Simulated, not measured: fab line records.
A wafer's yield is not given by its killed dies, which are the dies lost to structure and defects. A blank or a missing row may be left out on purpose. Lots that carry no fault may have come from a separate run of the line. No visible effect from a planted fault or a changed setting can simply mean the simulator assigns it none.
Chamber matching + flow nand-harc + NHARC_A_CONTACT_ETCH_91 on rie-diel-10 has 4 sister chambers
The step etches the open film in CH3F/O2, target depth 40 nm, time 85.7 s. 14 wafers are shown with their chamber, then 7 later ones without.

## WAFERS, EACH WITH ITS CHAMBER
| wafer  | chamber | showerhead-plenum-p-Torr (Torr) | rf-vpp-V (V) | oes-product-au (a.u.) |
|--------|---------|---------------------------------|--------------|-----------------------|
| L079.1 | 3       | 2.54                            | 245.6        | 0.93                  |
| L079.4 | 1       | 2.63                            | 245.7        | 0.93                  |
| L079.6 | 1       | 2.63                            | 246.7        | 0.93                  |
| L083.1 | 3       | 2.53                            | 244.6        | 1.01                  |
| L083.2 | 1       | 2.62                            | 246.6        | 1.00                  |
| L083.5 | 0       | 2.31                            | 244.2        | 1.00                  |
| L080.2 | 3       | 2.53                            | 245.0        | 1.00                  |
| L080.4 | 0       | 2.31                            | 242.6        | 1.00                  |
| L080.5 | 1       | 2.62                            | 245.2        | 0.99                  |
| L084.1 | 2       | 2.56                            | 245.1        | 1.01                  |
| L084.2 | 0       | 2.31                            | 242.1        | 1.01                  |
| L084.4 | 3       | 2.53                            | 244.8        | 1.00                  |
| L087.1 | 3       | 2.53                            | 245.6        | 0.93                  |
| L087.3 | 2       | 2.56                            | 247.5        | 0.94                  |

SIGNATURES (averages over the wafers above)
| reading                  | chamber 0 | chamber 1 | chamber 2 | chamber 3 | scatter within a chamber |
|--------------------------|-----------|-----------|-----------|-----------|--------------------------|
| showerhead-plenum-p-Torr | 2.3100    | 2.6250    | 2.5600    | 2.5320    | 0.00424                  |
| rf-vpp-V                 | 242.967   | 246.050   | 246.300   | 245.120   | 0.878                    |
| oes-product-au           | 1.0033    | 0.9625    | 0.9750    | 0.9740    | 0.0365                   |
Rule: a wafer's distance from a chamber is the root of the sum, over the readings, of the square of ((its reading less the chamber's mean) divided by the reading's scatter). The wafer belongs to the nearest chamber; if the next one is less than 2 further off, it can't be placed. How the scatter is found: for the shown wafers, subtract from each reading the mean of its chamber, square and add these, divide the total by (wafers less chambers), then take the root.

## WAFERS WHOSE CHAMBER IS MISSING
| wafer  | showerhead-plenum-p-Torr (Torr) | rf-vpp-V (V) | oes-product-au (a.u.) |
|--------|---------------------------------|--------------|-----------------------|
| L087.5 | 2.62                            | 245.2        | 0.92                  |
| L091.1 | 2.52                            | 245.0        | 0.92                  |
| L091.2 | 2.62                            | 244.9        | 0.93                  |
| L091.3 | 2.56                            | 246.0        | 0.94                  |
| L095.2 | 2.52                            | 244.8        | 0.93                  |
| L095.5 | 2.55                            | 246.1        | 0.92                  |
| L095.6 | 2.52                            | 245.7        | 0.94                  |

## WHICH CHAMBER EACH WENT THROUGH
| wafer  | from the rows above     | in truth |
|--------|-------------------------|----------|
| L087.5 | 1                       | 1        |
| L091.1 | 3                       | 3        |
| L091.2 | 1                       | 1        |
| L091.3 | 2                       | 2        |
| L095.2 | 3                       | 3        |
| L095.5 | can't be placed: 2 or 3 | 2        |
| L095.6 | 3                       | 3        |
6 of 7 placed correctly. Unplaceable from these rows: 1, with the true chamber sitting among the candidates in 1. Placed wrongly: 0.
